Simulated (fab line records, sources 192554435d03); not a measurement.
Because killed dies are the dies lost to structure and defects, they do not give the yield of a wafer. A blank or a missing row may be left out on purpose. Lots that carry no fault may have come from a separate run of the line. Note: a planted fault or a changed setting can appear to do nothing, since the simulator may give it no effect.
Matching of chambers | flow n5_finfet | 4 sister chambers for N5_MOL_CONTACT_COAG_ETCH_66 on rie_diel-03
The step etches SiARC in CF4, target depth 13 nm, time 21.7 s. 14 wafers are shown with their chamber, then 7 later ones without.

## WAFERS PAIRED WITH THEIR CHAMBERS
wafer  | chamber | showerhead_plenum_p_Torr (Torr) | oes_product_au (a.u.) | drypump_motor_current_A (A)
L075.2 | 0       | 2.07                            | 0.68                  | 5.54
L075.3 | 1       | 2.22                            | 0.62                  | 5.29
L075.4 | 3       | 2.27                            | 0.76                  | 5.93
L076.1 | 2       | 2.14                            | 0.61                  | 6.08
L076.2 | 0       | 2.07                            | 0.68                  | 5.54
L076.3 | 1       | 2.22                            | 0.63                  | 5.28
L076.4 | 3       | 2.27                            | 0.76                  | 5.91
L076.5 | 2       | 2.14                            | 0.62                  | 6.08
L076.6 | 1       | 2.22                            | 0.62                  | 5.28
L077.1 | 1       | 2.22                            | 0.62                  | 5.29
L077.2 | 2       | 2.14                            | 0.62                  | 6.11
L077.3 | 0       | 2.06                            | 0.68                  | 5.56
L078.2 | 1       | 2.22                            | 0.63                  | 5.32
L078.3 | 2       | 2.13                            | 0.61                  | 6.14

SIGNATURES (means of the wafers above)
reading                  | chamber 0 | chamber 1 | chamber 2 | chamber 3 | scatter within a chamber
showerhead_plenum_p_Torr | 2.0667    | 2.2200    | 2.1375    | 2.2700    | 0.00376
oes_product_au           | 0.6800    | 0.6240    | 0.6150    | 0.7600    | 0.00469
drypump_motor_current_A  | 5.5467    | 5.2920    | 6.1025    | 5.9200    | 0.0201
Rule: for each reading, subtract the chamber's mean from the wafer's reading, divide by that reading's scatter and square the result; add these up over the readings and take the root, which gives the wafer's distance from the chamber. The wafer belongs to the nearest chamber; if the next one is less than 2 further off, it can't be placed. The scatter: take each reading less its chamber's mean, square it, sum over the shown wafers, divide by the number of wafers less the number of chambers, and take the root.

## WAFERS MISSING THEIR CHAMBER
wafer  | showerhead_plenum_p_Torr (Torr) | oes_product_au (a.u.) | drypump_motor_current_A (A)
L078.6 | 2.26                            | 0.75                  | 5.91
L087.3 | 2.26                            | 0.73                  | 5.91
L087.4 | 2.21                            | 0.62                  | 5.27
L087.5 | 2.13                            | 0.61                  | 6.06
L088.1 | 2.13                            | 0.60                  | 6.09
L088.4 | 2.21                            | 0.62                  | 5.29
L088.5 | 2.06                            | 0.66                  | 5.51

## CHAMBER TAKEN BY EACH
wafer  | from the rows above | in truth
L078.6 | 3                   | 3
L087.3 | 3                   | 3
L087.4 | 1                   | 1
L087.5 | 2                   | 2
L088.1 | 2                   | 2
L088.4 | 1                   | 1
L088.5 | 0                   | 0
7 of 7 placed correctly. Left unplaced by these rows: 0. Number placed wrongly: 0.
